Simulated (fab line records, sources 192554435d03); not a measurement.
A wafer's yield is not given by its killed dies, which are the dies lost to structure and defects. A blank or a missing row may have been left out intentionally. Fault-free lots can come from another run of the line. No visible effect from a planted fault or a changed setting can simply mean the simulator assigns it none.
fab line records	flow n5_finfet
record: lots: 8	wafers: 24	last_day: 18
route steps=1938 shown MOL_CONTACT_COAG@530 BEOL_M4@1111 PASSIVATION@1936
lots that met no fault: taken from a fault-free run of the same line
start_h: start of the lot's first displayed wafer, in hours after the record's first day	wait_h: hours since the lot's step before	" the same as in the row above	L1.1+2: one row covering several wafers at once	- no value, or no start was given	* or withheld: withheld	< > ~ a bound
route shown NAME@n: names a module that has steps shown in the file, with the first one's number in the route	usual: mean/standard deviation of fault-free wafers	same: alike in all rows	chamber/n: place in a boat	sites: readings site by site	_std_site: the standard deviation of these	_edge_site: mean of outer sites minus mean of inner sites	radius_mm: for every site, how far away it sits from the centre of the wafer	mask NAME#n: copy n	behind: the tool/chamber that last shaped the wafer	hold: cause of the lot's hold/its duration in hours/its outcome	device: the transistor (n, p or np) that didn't switch	end of line: tests of these same wafers at the route's end	a step without rows: its recipe alone	killed: at the first sort, the dies lost to defects and structure; wafer yield is something else	map: a wafer's dies, marking killed ones x, the rest . and places with no die _
set.NAME: the setting that was run; set.NAME@STEP: the one run at that earlier step	model.NAME: the simulator's own value behind a step, which no gauge read
steps of the route over a sample of lots; a table a step, a row a wafer
services: when a tool's chamber went out of use (start_h, in hours from the record's first day, below 0 if earlier), for how many hours, and the reason
== steps ==
step: N5_MOL_CONTACT_COAG_ETCH_59
recipe: chemistry: N2/H2	target: underlayer	target_depth_a: 130	mask_material: CAR-EUV	time_s: 10.4	ion_energy_ev: 200	pressure_mtorr: 30	source_w: 840	bias_w: 150	n2_flow_sccm: 200	h2_flow_sccm: 200	ends: cleared
usual: chamber_pressure_mTorr: 29.999/0.027	drypump_motor_current_A: 5.8/0.35	etch_rf_on_time_s: 10.39/0.22	oes_product_au: 0.70/0.086	rf_vpp_V: 525.0/2.4	showerhead_plenum_p_Torr: 2.58/0.079	throttle_valve_pct: 17.90/0.21
lot.wafer	tool	chamber	start_h	wait_h	chamber_pressure_mTorr	drypump_motor_current_A	etch_rf_on_time_s	oes_product_au	rf_hours_counter_h	rf_vpp_V	showerhead_plenum_p_Torr	throttle_valve_pct
L761.1	rie_diel-06	2	118.13	0.0	29.986	5.7	10.14	0.80	19	522.6	2.50	17.80
L761.3	"	3	"	"	30.016	5.4	10.60	0.59	181	522.1	2.52	18.13
L761.5	"	3	"	"	29.964	5.4	10.52	0.61	-	523.1	2.52	18.12
L765.1	rie_diel-01	0	141.50	0.0	30.012	6.0	10.13	0.75	35	529.5	2.71	17.76
L765.4	"	3	"	"	29.967	5.4	10.24	0.78	12	529.4	2.69	17.83
L765.5	"	2	"	"	29.933	5.9	10.45	0.61	-	524.6	2.61	17.88
L767.3	rie_diel-01	1	156.50	0.0	30.022	6.1	10.48	0.59	245	524.0	2.50	18.13
L767.5	"	0	"	"	29.989	6.0	10.28	0.74	-	526.6	2.70	17.79
L767.6	"	3	"	"	30.007	5.3	10.19	0.77	-	527.4	2.69	17.84
L768.2	rie_diel-01	2	165.52	0.0	30.058	5.9	10.57	0.60	224	526.5	2.60	17.90
L768.3	"	3	"	"	29.962	5.3	10.18	0.77	20	528.0	2.69	17.86
L768.6	"	2	"	"	30.020	5.9	10.52	0.61	-	527.2	2.60	17.89
L769.1	rie_diel-01	0	167.08	0.0	30.023	6.1	10.28	0.74	44	527.9	2.70	17.77
L769.2	"	3	"	"	29.949	5.4	10.15	0.78	21	528.3	2.69	17.84
L769.5	"	0	"	"	29.958	6.0	10.27	0.73	-	528.3	2.70	17.77
L772.1	rie_diel-01	0	182.82	0.0	29.995	6.0	10.33	0.73	50	528.6	2.70	17.80
L772.4	"	0	"	"	30.006	6.0	10.30	0.74	-	528.9	2.70	17.80
L772.5	"	3	"	"	29.946	5.3	10.20	0.75	-	529.7	2.68	17.86
L777.3	rie_diel-01	3	219.07	0.0	29.983	5.3	10.21	0.74	40	528.8	2.68	17.90
L777.5	"	3	"	"	29.991	5.3	10.21	0.74	-	529.1	2.68	17.88
L777.6	"	1	"	"	29.961	6.1	10.34	0.81	-	523.7	2.50	17.72
L778.3	rie_diel-06	0	221.56	0.0	30.054	6.2	10.05	0.75	41	522.0	2.48	18.09
L778.4	"	2	"	"	29.982	5.7	10.25	0.73	57	521.4	2.48	17.86
L778.5	"	3	"	"	29.992	5.4	10.54	0.58	-	524.4	2.50	18.20
step: N5_MOL_CONTACT_COAG_ETCH_110
recipe: chemistry: CF4/O2	target: Si	target_depth_a: 25	time_s: 8	pressure_mtorr: 100	source_w: 200	bias_w: 12	ion_energy_ev: 60	Ar_flow_sccm: 100	cf4_flow_sccm: 100	O2_flow_sccm: 10
usual: cf4_flow_sccm: 100.1/0.31	chamber_pressure_mTorr: 100.01/0.093	drypump_motor_current_A: 5.8/0.35	oes_product_au: 0.82/0.1	rf_vpp_V: 129.4/2	showerhead_plenum_p_Torr: 2.26/0.068	throttle_valve_pct: 10.72/0.3
lot.wafer	tool	chamber	start_h	wait_h	cf4_flow_sccm	chamber_pressure_mTorr	drypump_motor_current_A	oes_product_au	rf_hours_counter_h	rf_vpp_V	showerhead_plenum_p_Torr	throttle_valve_pct
L761.1	rie_diel-06	2	118.37	0.0	99.9	100.09	5.7	0.92	19	129.0	2.18	10.41
L761.3	"	3	"	"	99.9	100.02	5.4	0.69	181	131.0	2.22	11.03
L761.5	"	3	"	"	100.0	100.18	5.4	0.69	-	129.7	2.22	11.06
L765.1	rie_diel-01	0	141.74	0.0	99.5	100.05	6.0	0.89	35	125.8	2.35	10.46
L765.4	"	3	"	"	99.7	100.15	5.3	0.93	13	127.4	2.37	10.64
L765.5	"	2	"	"	100.4	99.90	5.9	0.71	-	130.2	2.28	10.97
L767.3	rie_diel-01	1	156.74	0.0	99.7	99.94	6.1	0.69	245	130.8	2.18	11.05
L767.5	"	0	"	"	100.4	100.05	6.0	0.87	-	127.2	2.35	10.49
L767.6	"	3	"	"	99.9	100.00	5.3	0.91	-	128.0	2.37	10.63
L768.2	rie_diel-01	2	165.77	0.0	100.2	99.94	5.9	0.70	224	131.0	2.28	11.00
L768.3	"	3	"	"	100.3	100.01	5.3	0.91	21	127.2	2.37	10.66
L768.6	"	2	"	"	100.4	99.95	5.9	0.71	-	129.8	2.28	10.99
L769.1	rie_diel-01	0	167.33	0.0	100.1	100.06	6.0	0.86	44	127.2	2.35	10.50
L769.2	"	3	"	"	100.8	100.06	5.3	0.91	21	128.0	2.37	10.66
L769.5	"	0	"	"	99.8	100.11	6.1	0.87	-	128.0	2.35	10.50
L772.1	rie_diel-01	0	183.06	0.0	100.6	100.00	6.0	0.86	50	127.7	2.34	10.50
L772.4	"	0	"	"	100.6	99.94	6.0	0.85	-	127.2	2.34	10.52
L772.5	"	3	"	"	100.1	99.97	5.3	0.89	-	128.6	2.36	10.66
L777.3	rie_diel-01	3	219.32	0.0	100.4	99.97	5.3	0.87	40	128.3	2.36	10.72
L777.5	"	3	"	"	100.4	99.86	5.3	0.86	-	128.2	2.36	10.71
L777.6	"	1	"	"	100.0	100.13	6.1	0.92	-	130.1	2.18	10.34
L778.3	rie_diel-06	0	221.80	0.0	100.4	100.04	6.2	0.87	41	130.6	2.18	10.67
L778.4	"	2	"	"	100.6	99.78	5.7	0.86	57	128.0	2.17	10.54
L778.5	"	3	"	"	100.1	100.10	5.4	0.67	-	130.7	2.20	11.17
step: N5_MOL_CONTACT_COAG_SIL_ANNEAL_21
recipe: temp_c: 550	time_s: 60	ambient: N2
usual: lamp_power_pct: 6.7/0.54	lamp_zone_1_pct: 6.7/0.54	wafer_temp_C_max: 551.5/0.4
lot.wafer	tool	chamber	start_h	wait_h	lamp_power_pct	lamp_zone_1_pct	wafer_temp_C_max
L761.1	rtp_anneal-01	0	119.57	0.2	7.1	7.1	551.4
L761.3	"	0	"	"	7.1	7.1	551.4
L761.5	"	0	"	"	7.1	7.1	551.1
L765.1	rtp_anneal-01	0	142.97	0.3	7.1	7.1	551.3
L765.4	"	0	"	"	7.1	7.1	552.3
L765.5	"	0	"	"	7.1	7.1	551.5
L767.3	rtp_anneal-01	-	157.94	0.3	-	-	-
L767.5	"	-	"	"	-	-	-
L767.6	"	-	"	"	-	-	-
L768.2	rtp_anneal-02	-	166.89	0.3	-	-	-
L768.3	"	-	"	"	-	-	-
L768.6	"	-	"	"	-	-	-
L769.1	rtp_anneal-02	0	169.22	0.2	6.0	6.0	551.2
L769.2	"	0	"	"	6.0	6.0	551.9
L769.5	"	0	"	"	6.0	6.0	551.2
L772.1	rtp_anneal-02	0	185.62	0.2	6.0	6.0	551.1
L772.4	"	0	"	"	6.0	6.0	551.8
L772.5	"	0	"	"	6.0	6.0	551.6
L777.3	rtp_anneal-02	0	220.51	0.3	6.0	6.0	552.0
L777.5	"	0	"	"	6.0	6.0	551.9
L777.6	"	0	"	"	6.0	6.0	552.2
L778.3	rtp_anneal-01	0	222.94	0.3	7.1	7.1	551.6
L778.4	"	0	"	"	7.1	7.1	551.0
L778.5	"	0	"	"	7.1	7.1	551.7
step: N5_MOL_CONTACT_COAG_PRE_CLEAN_142
recipe: gas: H2/He	time_s: 60	temp_c: 300
usual: heater_power_w: 435/38
lot.wafer	tool	chamber	start_h	wait_h	heater_power_w
L761.1	pvd_sputter-03	-	122.57	1.4	416
L761.3	"	-	"	"	424
L761.5	"	-	"	"	392
L765.1	pvd_sputter-03	-	148.92	3.0	423
L765.4	"	-	"	"	372
L765.5	"	-	"	"	380
L767.3	pvd_sputter-03	-	161.90	1.6	430
L767.5	"	-	"	"	409
L767.6	"	-	"	"	418
L768.2	pvd_sputter-02	-	172.27	0.8	382
L768.3	"	-	"	"	467
L768.6	"	-	"	"	483
L769.1	pvd_sputter-03	-	172.70	0.8	422
L769.2	"	-	"	"	429
L769.5	"	-	"	"	424
L772.1	pvd_sputter-03	-	189.96	2.5	369
L772.4	"	-	"	"	410
L772.5	"	-	"	"	419
L777.3	pvd_sputter-01	-	224.44	2.0	486
L777.5	"	-	"	"	484
L777.6	"	-	"	"	483
L778.3	pvd_sputter-01	-	227.40	1.0	492
L778.4	"	-	"	"	487
L778.5	"	-	"	"	498
step: N5_BEOL_M4_RC_MEAS_101
usual: DIBL_N: 36.9/1.7	DIBL_P: 37.3/2.3	IOFF_N: 0.16/0.033	IOFF_P: 0.22/0.04	ION_N: 673/12	ION_P: 463/8	RC_DENSE_N: 19.1/0.41	RC_DENSE_P: 23.9/0.51	RC_N: 15.6/0.32	RC_P: 19.5/0.4	REXT_N: 75.2/1.8	REXT_P: 100.2/2.7	SS_N: 71.6/0.58	SS_P: 73.4/0.74	VT_N: 250/3.2	VT_P: -250/3.4
lot.wafer	tool	chamber	start_h	wait_h	DIBL_N[mV/V]	DIBL_P[mV/V]	IOFF_N[nA/um]	IOFF_P[nA/um]	ION_N[uA/um]	ION_P[uA/um]	RC_DENSE_N[ohm.um]	RC_DENSE_P[ohm.um]	RC_N[ohm.um]	RC_P[ohm.um]	REXT_N[ohm.um]	REXT_P[ohm.um]	SS_N[mV/dec]	SS_P[mV/dec]	VT_N[mV]	VT_P[mV]
L761.1	prober-01	0	199.07	0.0	36.9	36.3	0.17	0.20	665	451	19.0	24.1	15.5	19.7	75.9	101.3	71.1	73.1	251	-252
L761.3	"	0	"	"	34.3	33.5	0.14	0.17	684	461	19.3	24.5	15.7	20.1	74.9	100.8	70.8	73.1	250	-257
L761.5	"	0	"	"	35.0	33.1	0.13	0.16	660	446	18.9	23.9	15.3	19.3	74.8	100.9	71.4	72.3	253	-257
L765.1	prober-01	0	222.10	0.0	38.8	40.5	0.21	0.24	681	464	19.2	23.6	15.6	19.4	73.4	93.5	71.4	74.4	245	-252
L765.4	"	0	"	"	40.4	43.5	0.25	0.30	695	458	18.8	23.2	15.5	19.0	73.3	92.5	72.5	75.2	245	-245
L765.5	"	0	"	"	39.5	43.2	0.25	0.30	703	476	19.0	23.3	15.4	19.0	73.6	93.0	71.6	75.5	241	-247
L767.3	prober-01	0	242.60	0.3	38.1	37.6	0.16	0.21	609	428	71.0	89.2	57.3	72.0	106.0	145.4	71.7	73.0	249	-251
L767.5	"	0	"	"	37.3	38.4	0.16	0.24	620	439	69.8	87.0	56.0	71.4	105.9	143.0	71.2	73.5	250	-247
L767.6	"	0	"	"	36.4	37.6	0.15	0.22	629	442	68.3	87.3	55.9	70.9	104.2	141.5	71.1	73.7	250	-247
L769.1	prober-01	0	254.55	0.0	38.1	38.6	0.20	0.26	680	467	18.7	23.4	15.3	19.3	75.0	100.0	71.4	74.6	246	-248
L769.2	"	0	"	"	38.3	38.1	0.19	0.25	689	469	18.6	23.1	15.1	18.6	73.5	98.0	71.6	73.7	245	-248
L769.5	"	0	"	"	38.3	37.8	0.18	0.24	686	465	18.7	23.3	15.2	18.9	74.2	99.3	72.5	73.2	245	-248
L768.2	prober-01	0	256.41	0.2	36.9	36.1	0.15	0.25	612	433	70.5	88.9	57.9	71.4	110.6	147.3	70.8	72.6	251	-243
L768.3	"	0	"	"	37.1	36.9	0.15	0.26	614	433	70.5	86.6	56.9	71.1	111.0	148.2	71.7	73.8	252	-248
L768.6	"	0	"	"	37.4	37.8	0.17	0.28	633	443	68.9	86.3	55.9	70.2	110.3	143.9	71.7	72.7	249	-243
L772.1	prober-02	0	267.15	0.0	36.6	36.8	0.16	0.22	674	465	18.9	24.1	15.4	19.3	75.7	101.8	72.5	73.8	251	-250
L772.4	"	0	"	"	34.0	33.8	0.12	0.17	660	457	18.8	24.0	15.5	19.6	75.2	101.0	71.4	72.9	254	-254
L772.5	"	0	"	"	36.0	36.7	0.16	0.21	693	469	18.9	23.8	15.4	19.4	75.5	101.8	71.6	73.8	249	-249
L778.3	prober-02	0	307.75	0.3	38.6	39.3	0.18	0.24	673	459	18.8	23.5	15.5	19.3	78.3	97.8	71.7	73.9	252	-252
L778.4	"	0	"	"	39.3	39.4	0.18	0.23	669	459	19.0	23.8	15.6	19.3	78.9	99.5	72.6	74.4	251	-253
L778.5	"	0	"	"	37.7	38.0	0.14	0.21	661	453	19.2	24.1	15.6	19.5	78.4	99.4	72.0	73.8	255	-255
L777.3	prober-01	0	308.31	0.3	34.2	36.0	0.12	0.19	669	467	19.7	24.6	16.2	20.3	76.8	103.2	71.6	72.4	256	-254
L777.5	"	0	"	"	39.0	41.1	0.20	0.27	677	465	20.0	24.9	16.3	20.2	77.3	104.4	72.0	73.9	246	-248
L777.6	"	0	"	"	36.4	37.0	0.14	0.21	667	464	20.1	25.1	16.4	20.4	77.5	102.9	71.3	73.9	254	-248
step: N5_PASSIVATION_PROBE_49
usual: defect_limited_yield: 91.2/1.3	killed_at_M0_to_M3: 34/10	killed_at_M4_up: 13/4.6	killed_at_contacts: 13/5.5	killed_at_front_end: 41/12	killed_at_other: 2.8/2.4	killed_dies: 104/16	killed_open: 67/12	killed_short: 33/7.2	sort_bin_4_leakage: 0.00/0.012	sort_bin_5_function: 5.1/0.86	sort_bin_6_memory: 3.3/0.62	sort_bin_8_speed: 0.00/0.014	sort_n_pass: 1076/16
same: gross_dies: 1180	killed_at_back_side: 0
lot.wafer	tool	chamber	start_h	wait_h	defect_limited_yield[%]	killed_at_M0_to_M3	killed_at_M4_up	killed_at_contacts	killed_at_front_end	killed_at_other	killed_dies	killed_open	killed_short	sort_bin_4_leakage[%]	sort_bin_5_function[%]	sort_bin_6_memory[%]	sort_bin_8_speed[%]	sort_n_pass
L767.3	prober-01	-	360.57	1.0	91.9	42	9	20	24	0	95	66	28	0	4.8	3.1	56.86	414
L767.5	prober-01	-	360.67	1.1	89.2	48	17	15	47	0	127	83	33	0	6.5	3.1	39.15	591
L767.6	prober-01	-	360.72	1.2	93.7	31	8	13	21	1	74	52	21	0	4.0	2.0	2.97	1071
L768.2	prober-02	-	364.58	0.1	90.5	38	10	6	56	2	112	69	41	0	5.6	3.4	65.68	293
L768.3	prober-02	-	364.63	0.1	89.2	68	5	14	36	4	127	76	47	0	6.2	3.9	60.59	338
L768.6	prober-02	-	364.78	0.3	90.5	36	10	19	45	2	112	72	36	0	6.1	3.0	4.41	1016
killed by level:class
L767.3 MOL_CONTACT_COAG:geometric_particle:open=16 FIN_SAQP:geometric_particle:open=8 BEOL_M0_SAQP:geometric_particle:open=8 BEOL_M1:geometric_particle:open=8 BEOL_M0_SAQP:geometric_particle:short=7 STARTING-WAFER:geometric_particle:open=5 MOL_CONTACT_COAG:geometric_particle:short=4 BEOL_M1:geometric_particle:short=4
L767.5 BEOL_M2:geometric_particle:open=12 FIN_SAQP:geometric_particle:open=10 STI_FIN_REVEAL:geometric_particle:open=10 MOL_CONTACT_COAG:geometric_particle:open=10 HKMG_FIN:area_etch=10 BEOL_M3:geometric_particle:open=9 BEOL_M4:geometric_particle:open=6 BEOL_M1:geometric_particle:open=6
L767.6 MOL_CONTACT_COAG:geometric_particle:open=12 BEOL_M2:geometric_particle:open=10 STI_FIN_REVEAL:geometric_particle:open=7 BEOL_M3:geometric_particle:open=5 BEOL_M0_SAQP:geometric_particle:short=4 BEOL_M0_SAQP:geometric_particle:open=3 BEOL_M3:geometric_particle:short=3 BEOL_M4:geometric_particle:open=3
L768.2 STI_FIN_REVEAL:geometric_particle:open=13 GATE_CUT:geometric_particle:short=10 BEOL_M2:geometric_particle:open=9 FIN_SAQP:geometric_particle:short=8 BEOL_M3:geometric_particle:open=8 BEOL_M0_SAQP:geometric_particle:open=7 GATE_CUT:geometric_particle:open=6 BEOL_M1:geometric_particle:open=5
L768.3 BEOL_M0_SAQP:geometric_particle:short=16 BEOL_M3:geometric_particle:open=15 MOL_CONTACT_COAG:geometric_particle:open=14 BEOL_M1:geometric_particle:open=13 BEOL_M0_SAQP:geometric_particle:open=12 GATE_CUT:geometric_particle:short=10 BEOL_M1:geometric_particle:short=6 FIN_SAQP:geometric_particle:open=4
L768.6 MOL_CONTACT_COAG:geometric_particle:open=18 BEOL_M3:geometric_particle:open=12 BEOL_M0_SAQP:geometric_particle:short=9 STI_FIN_REVEAL:geometric_particle:open=7 GATE_CUT:geometric_particle:open=7 GATE_CUT:geometric_particle:short=7 BEOL_M0_SAQP:geometric_particle:open=6 FIN_SAQP:geometric_particle:short=5
== services ==
tool	chamber	start_h	hours	kind
pvd_sputter-01	-	94.72	1.8	repair
rie_diel-06	0	98.67	-	clean
rie_diel-06	0	98.67	-	consumable_replace:focus_ring
rie_diel-06	0	98.67	14.5	scheduled_down
rie_diel-06	0	98.67	14.5	vent_cycle
rie_diel-06	1	113.60	-	clean
rie_diel-06	1	113.60	-	consumable_replace:focus_ring
rie_diel-06	1	113.60	19.9	scheduled_down
rie_diel-06	1	113.60	19.9	vent_cycle
pvd_sputter-03	-	157.71	0.7	repair
rie_diel-01	1	172.90	-	clean
rie_diel-01	1	172.90	-	consumable_replace:focus_ring
rie_diel-01	1	172.90	20.6	scheduled_down
rie_diel-01	1	172.90	20.6	vent_cycle
rie_diel-01	-	189.34	0.3	repair
rie_diel-01	2	218.92	9.9	repair
== key ==
first_sign: step: N5_MOL_CONTACT_COAG_SIL_ANNEAL_21	reading: tool_record	direction: missing
effect: step: N5_BEOL_M4_RC_MEAS_101	reading: RC_P	direction: up	sigmas: 99+	usual: 19.5	struck: 71.2
effect: step: N5_BEOL_M4_RC_MEAS_101	reading: RC_N	direction: up	sigmas: 99+	usual: 15.6	struck: 56.7
effect: step: N5_BEOL_M4_RC_MEAS_101	reading: RC_DENSE_P	direction: up	sigmas: 99+	usual: 23.9	struck: 87.6
effect: step: N5_BEOL_M4_RC_MEAS_101	reading: RC_DENSE_N	direction: up	sigmas: 99+	usual: 19.1	struck: 69.8
effect: step: N5_BEOL_M4_RC_MEAS_101	reading: REXT_N	direction: up	sigmas: 18	usual: 75.2	struck: 108.0
effect: step: N5_BEOL_M4_RC_MEAS_101	reading: REXT_P	direction: up	sigmas: 16	usual: 100.2	struck: 144.9
effect: step: N5_BEOL_M4_RC_MEAS_101	reading: ION_N	direction: down	sigmas: 4.6	usual: 673	struck: 620
effect: step: N5_BEOL_M4_RC_MEAS_101	reading: ION_P	direction: down	sigmas: 3.4	usual: 463	struck: 436
effect: step: N5_PASSIVATION_PROBE_49	reading: sort_bin_8_speed	direction: up	sigmas: 99+	usual: 0.00	struck: 38.28
met_at N5_MOL_CONTACT_COAG_SIL_ANNEAL_21
struck_lots L767,L768
baseline_loss: step: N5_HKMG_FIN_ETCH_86	wafers: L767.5
not_acting_at N5_MOL_CONTACT_COAG_ETCH_59,N5_MOL_CONTACT_COAG_ETCH_110,N5_MOL_CONTACT_COAG_PRE_CLEAN_142
onset_between 142.97 157.94
fault: kind: skipped_step_whole	tool: rtp_anneal-01,rtp_anneal-02	chamber: -	onset_h: 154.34	steps: N5_MOL_CONTACT_COAG_SIL_ANNEAL_21	scope: struck_lots_only
baseline_loss: these wafers lose ten dies or more at that step, a loss of the line's own and not of a fault; the sort's usual values leave them out
